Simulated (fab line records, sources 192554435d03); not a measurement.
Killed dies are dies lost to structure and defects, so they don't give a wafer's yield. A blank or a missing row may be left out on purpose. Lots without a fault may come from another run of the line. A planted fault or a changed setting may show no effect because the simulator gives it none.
Which tool did it? | flow n5_finfet | 8 lots, 23 wafers sampled, at 6 steps of a route of 1938

WHAT THE GAUGES READ, wafer by wafer
N5_BEOL_M3_OCD_MEAS_38. Usual: trench_depth_nm 55.3 nm, standard deviation 1.2.
lot  | measured     | on     | trench_depth_nm (nm) | flag
L838 | day 9 03:11  | ocd-02 | 34.0 36.6 53.3       | OFF
L839 | day 9 03:47  | ocd-02 | 55.0 53.2 36.2       | OFF
L840 | day 9 08:32  | ocd-02 | 35.0 56.9            | OFF
L843 | day 10 20:14 | ocd-01 | 55.4 56.9 53.6       |
L844 | day 10 17:19 | ocd-01 | 56.6 54.4 56.4       |
L845 | day 10 20:13 | ocd-02 | 56.9 54.6 55.2       |
L846 | day 11 13:52 | ocd-02 | 54.6 54.0 54.9       |
L853 | day 13 17:57 | ocd-02 | 56.4 54.7 55.5       |

N5_BEOL_M4_RC_MEAS_101. Usual: DIBL_N 36.2 mV/V, standard deviation 1.6; DIBL_P 36.5 mV/V, standard deviation 1.9; IOFF_N 0.158 nA/um, standard deviation 0.027; IOFF_P 0.21 nA/um, standard deviation 0.038; ION_N 675 uA/um, standard deviation 12; ION_P 464 uA/um, standard deviation 8.9; SS_N 71.5 mV/dec, standard deviation 0.61; SS_P 73.4 mV/dec, standard deviation 0.59; VT_N 250.4 mV, standard deviation 3; VT_P -250 mV, standard deviation 3.6.
lot  | measured     | on        | DIBL_N (mV/V)  | DIBL_P (mV/V)  | IOFF_N (nA/um)    | IOFF_P (nA/um) | ION_N (uA/um) | ION_P (uA/um) | SS_N (mV/dec)  | SS_P (mV/dec)  | VT_N (mV)         | VT_P (mV)      | flag
L838 | day 9 19:01  | prober-01 | 34.9 34.2 36.7 | 34.8 34.6 37.9 | 0.129 0.121 0.165 | 0.20 0.19 0.25 | 673 665 685   | 465 461 474   | 71.5 71.3 72.1 | 73.4 72.7 73.2 | 255.7 254.4 248.9 | -249 -251 -245 |
L839 | day 9 20:32  | prober-01 | 37.5 39.8 36.0 | 36.6 38.7 34.4 | 0.156 0.211 0.128 | 0.18 0.21 0.16 | 666 682 651   | 452 453 437   | 71.0 72.3 71.1 | 73.1 73.9 73.0 | 250.0 246.5 256.1 | -257 -255 -259 |
L840 | day 10 03:17 | prober-02 | 35.8 35.6      | 37.4 37.4      | 0.158 0.165       | 0.22 0.22      | 686 696       | 467 477       | 71.1 71.1      | 73.5 73.4      | 250.7 247.4       | -249 -248      |
L843 | day 11 11:46 | prober-02 | 34.4 37.1 36.1 | 33.6 37.9 35.3 | 0.128 0.175 0.154 | 0.15 0.22 0.17 | 658 672 674   | 446 456 456   | 70.3 71.5 71.2 | 72.3 74.1 72.9 | 251.3 248.8 248.4 | -258 -250 -251 |
L844 | day 11 09:55 | prober-02 | 36.5 35.6 36.6 | 35.8 35.8 36.3 | 0.149 0.133 0.158 | 0.23 0.24 0.24 | 669 668 687   | 466 473 477   | 72.0 71.4 71.9 | 73.0 73.2 73.9 | 250.0 252.2 248.9 | -248 -245 -247 |
L845 | day 11 15:15 | prober-01 | 36.2 39.3 38.4 | 37.1 40.7 39.7 | 0.157 0.232 0.198 | 0.25 0.31 0.31 | 685 699 686   | 473 480 474   | 70.6 72.4 71.0 | 73.1 74.5 74.5 | 247.2 243.7 244.2 | -246 -241 -240 |
L846 | day 12 11:15 | prober-02 | 37.1 38.5 34.4 | 37.4 39.3 34.7 | 0.173 0.206 0.120 | 0.23 0.26 0.17 | 671 692 666   | 463 472 460   | 72.1 72.1 70.2 | 73.3 73.4 72.3 | 249.0 246.0 255.4 | -249 -246 -254 |
L853 | day 14 08:34 | prober-02 | 35.0 34.2 32.9 | 34.8 34.5 33.3 | 0.149 0.141 0.116 | 0.22 0.22 0.19 | 664 686 666   | 463 482 469   | 71.1 70.4 71.3 | 72.8 73.0 73.1 | 250.4 249.9 252.7 | -248 -248 -251 |

WHICH TOOL RAN EACH LOT (tool, then ch and the chambers of the sampled wafers, then the start)
lot  | N5_BEOL_M3_ETCH_64                 | N5_BEOL_M3_STRIP_66                | N5_BEOL_M3_STRIP_19                | N5_BEOL_M3_TRENCH_ETCH_37
L838 | rie_diel-06 ch 0,1,2, day 8 23:57  | rie_diel-06 ch 0,1,2, day 9 00:05  | rie_diel-06 ch 2,3, day 9 00:14    | rie_diel-01 ch 2,3, day 9 03:02
L839 | rie_diel-03 ch 1,2,3, day 9 00:28  | rie_diel-03 ch 1,2,3, day 9 00:35  | rie_diel-06 ch 0,1,2, day 9 00:44  | rie_diel-01 ch 0,1,3, day 9 03:38
L840 | rie_diel-06 ch 1, day 9 03:43      | rie_diel-06 ch 1, day 9 03:51      | rie_diel-01 ch 1,3, day 9 04:00    | rie_diel-01 ch 0,1, day 9 08:23
L843 | rie_diel-01 ch 0,1,3, day 10 07:11 | rie_diel-01 ch 0,1,3, day 10 07:19 | rie_diel-06 ch 1,2,3, day 10 07:28 | rie_diel-06 ch 1,2,3, day 10 20:05
L844 | rie_diel-06 ch 0,2,3, day 10 08:25 | rie_diel-06 ch 0,2,3, day 10 08:33 | rie_diel-01 ch 0,2, day 10 08:42   | rie_diel-03 ch 0,1,3, day 10 17:10
L845 | rie_diel-03 ch 1,3, day 10 12:04   | rie_diel-03 ch 1,3, day 10 12:12   | rie_diel-03 ch 1,3, day 10 12:21   | rie_diel-03 ch 0,1, day 10 20:03
L846 | rie_diel-01 ch 2,3, day 11 10:02   | rie_diel-01 ch 2,3, day 11 10:10   | rie_diel-03 ch 0,1,3, day 11 10:22 | rie_diel-06 ch 0,1,3, day 11 13:43
L853 | rie_diel-03 ch 0,1,3, day 13 12:20 | rie_diel-03 ch 0,1,3, day 13 12:27 | rie_diel-03 ch 0,1,3, day 13 12:44 | rie_diel-01 ch 1,2, day 13 17:47
- N5_BEOL_M3_ETCH_64: etches SOC in N2/H2, target depth 75 nm, overetch 15 nm, time 112.5 s.
- N5_BEOL_M3_STRIP_66: strips in CF4.
- N5_BEOL_M3_STRIP_19: strips in O2.
- N5_BEOL_M3_TRENCH_ETCH_37: etches SiOC in C4F6/O2, target depth 55.555 nm, time 29.2 s.

WHAT THE TOOLS THEMSELVES READ (means of the sampled wafers that have a number; where no wafer has one, the mark that the record gives instead)
N5_BEOL_M3_ETCH_64. Usual: drypump_motor_current_A 5.7 A, standard deviation 0.56; oes_product_au 0.62 a.u., standard deviation 0.065; rf_vpp_V 523.9 V, standard deviation 2.1; showerhead_plenum_p_Torr 2.54 Torr, standard deviation 0.077; throttle_valve_pct 17.79 %, standard deviation 0.21.
lot  | tool        | drypump_motor_current_A (A) | oes_product_au (a.u.) | rf_vpp_V (V) | showerhead_plenum_p_Torr (Torr) | throttle_valve_pct (%) | flag
L838 | rie_diel-06 | 5.5                         | 0.63                  | 522.0        | 2.47                            | 17.68                  |
L839 | rie_diel-03 | 5.9                         | 0.60                  | 524.3        | 2.58                            | 17.87                  |
L840 | rie_diel-06 | 5.0                         | 0.57                  | 522.6        | 2.50                            | 17.71                  |
L843 | rie_diel-01 | 5.3                         | 0.57                  | 523.6        | 2.53                            | 17.99                  |
L844 | rie_diel-06 | 5.7                         | 0.64                  | 523.4        | 2.52                            | 17.68                  |
L845 | rie_diel-03 | 5.6                         | 0.65                  | 525.1        | 2.60                            | 17.79                  |
L846 | rie_diel-01 | 5.9                         | 0.59                  | 522.6        | 2.47                            | 17.99                  |
L853 | rie_diel-03 | 5.9                         | 0.64                  | 525.3        | 2.60                            | 17.81                  |

N5_BEOL_M3_STRIP_66. Usual: drypump_motor_current_A 5.6 A, standard deviation 0.56; oes_product_au 0.77 a.u., standard deviation 0.081; rf_vpp_V 271.1 V, standard deviation 1.5; showerhead_plenum_p_Torr 1.79 Torr, standard deviation 0.051; throttle_valve_pct 13.58 %, standard deviation 0.29.
lot  | tool        | drypump_motor_current_A (A) | oes_product_au (a.u.) | rf_vpp_V (V) | showerhead_plenum_p_Torr (Torr) | throttle_valve_pct (%) | flag
L838 | rie_diel-06 | 5.4                         | 0.78                  | 270.0        | 1.75                            | 13.51                  |
L839 | rie_diel-03 | 5.9                         | 0.75                  | 270.4        | 1.81                            | 13.69                  |
L840 | rie_diel-06 | 5.0                         | 0.71                  | 271.6        | 1.78                            | 13.73                  |
L843 | rie_diel-01 | 5.3                         | 0.72                  | 271.1        | 1.79                            | 13.76                  |
L844 | rie_diel-06 | 5.6                         | 0.79                  | 271.6        | 1.77                            | 13.47                  |
L845 | rie_diel-03 | 5.6                         | 0.81                  | 272.6        | 1.83                            | 13.48                  |
L846 | rie_diel-01 | 5.9                         | 0.74                  | 270.5        | 1.75                            | 13.71                  |
L853 | rie_diel-03 | 5.9                         | 0.80                  | 271.3        | 1.82                            | 13.46                  |

N5_BEOL_M3_STRIP_19. Usual: drypump_motor_current_A 5.7 A, standard deviation 0.56; oes_product_au 0.78 a.u., standard deviation 0.088; rf_vpp_V 3.7 V, standard deviation 0.5; showerhead_plenum_p_Torr 2.10 Torr, standard deviation 0.063; throttle_valve_pct 16.67 %, standard deviation 0.25.
lot  | tool        | drypump_motor_current_A (A) | oes_product_au (a.u.) | rf_vpp_V (V) | showerhead_plenum_p_Torr (Torr) | throttle_valve_pct (%) | flag
L838 | rie_diel-06 | 5.5                         | 0.83                  | 3.5          | 2.15                            | 16.47                  |
L839 | rie_diel-06 | 5.4                         | 0.80                  | 4.1          | 2.04                            | 16.61                  |
L840 | rie_diel-01 | 5.3                         | 0.72                  | 3.5          | 2.08                            | 16.75                  |
L843 | rie_diel-06 | 5.3                         | 0.79                  | 3.7          | 2.11                            | 16.54                  |
L844 | rie_diel-01 | 5.7                         | 0.77                  | 3.6          | 2.09                            | 16.71                  |
L845 | rie_diel-03 | 5.5                         | 0.76                  | 3.2          | 2.17                            | 16.84                  |
L846 | rie_diel-03 | 5.9                         | 0.85                  | 3.5          | 2.16                            | 16.60                  |
L853 | rie_diel-03 | 5.9                         | 0.82                  | 3.5          | 2.15                            | 16.63                  |

N5_BEOL_M3_TRENCH_ETCH_37. Usual: O2_flow_sccm 10.000 sccm, standard deviation 0.029; drypump_motor_current_A 5.7 A, standard deviation 0.53; oes_ar_750_au 0.78 a.u., standard deviation 0.076; oes_product_au 0.78 a.u., standard deviation 0.083; rf_vpp_V 663 V, standard deviation 15; run_length_s 52.5 s, standard deviation 0.44; showerhead_plenum_p_Torr 2.85 Torr, standard deviation 0.077; throttle_valve_pct 20.86 %, standard deviation 0.25.
lot  | tool        | O2_flow_sccm (sccm) | drypump_motor_current_A (A) | oes_ar_750_au (a.u.) | oes_product_au (a.u.) | rf_vpp_V (V) | run_length_s (s) | showerhead_plenum_p_Torr (Torr) | throttle_valve_pct (%) | flag
L838 | rie_diel-01 | 10.004              | 5.9                         | 0.76                 | 0.75                  | 653          | 45.4             | 2.78                            | 20.98                  | OFF
L839 | rie_diel-01 | 10.047              | 5.3                         | 0.74                 | 0.73                  | 654          | 49.1             | 2.83                            | 20.97                  | OFF
L840 | rie_diel-01 | 10.016              | 5.0                         | 0.73                 | 0.73                  | 656          | 47.3             | 2.88                            | 21.00                  | OFF
L843 | rie_diel-06 | 9.990               | 5.3                         | 0.79                 | 0.79                  | 673          | 52.6             | 2.86                            | 20.69                  |
L844 | rie_diel-03 | 9.992               | 5.9                         | 0.83                 | 0.84                  | 667          | 52.5             | 2.90                            | 20.67                  |
L845 | rie_diel-03 | 9.968               | 6.0                         | 0.88                 | 0.90                  | 667          | 52.2             | 2.89                            | 20.52                  |
L846 | rie_diel-06 | 10.047              | 5.7                         | 0.74                 | 0.74                  | 670          | 52.9             | 2.83                            | 20.92                  |
L853 | rie_diel-01 | 9.994               | 5.6                         | 0.75                 | 0.74                  | 654          | 52.2             | 2.89                            | 20.98                  |

THE ANSWER, worked out from the rows above alone
Rule: a lot is off if the mean of its wafers that have a number lies more than 3 standard deviations from the usual mean. A lot without any number at a reading at which 4 lots or more have one is off too. The other lots that the step has rows for count as sound. The gauges are gone through in route order, then the tools' own readings, and for those a lot's mean is taken as printed above. The first step at which some lot is off is used, and at that step the reading that is off furthest; a lot without a number counts as furthest.
Off: L838, L839, L840, at N5_BEOL_M3_OCD_MEAS_38 (trench_depth_nm).
A tool fits if, at a process step before that reading, it ran every lot that is off, and no sound lot after the first of them. The gauges at N5_BEOL_M3_OCD_MEAS_38 aren't tried: what is off there is off at N5_BEOL_M3_TRENCH_ETCH_37 too, on other tools, and a gauge's error can't cause that. None of those tried fits.

WHAT THE SIMULATOR HAD PUT IN
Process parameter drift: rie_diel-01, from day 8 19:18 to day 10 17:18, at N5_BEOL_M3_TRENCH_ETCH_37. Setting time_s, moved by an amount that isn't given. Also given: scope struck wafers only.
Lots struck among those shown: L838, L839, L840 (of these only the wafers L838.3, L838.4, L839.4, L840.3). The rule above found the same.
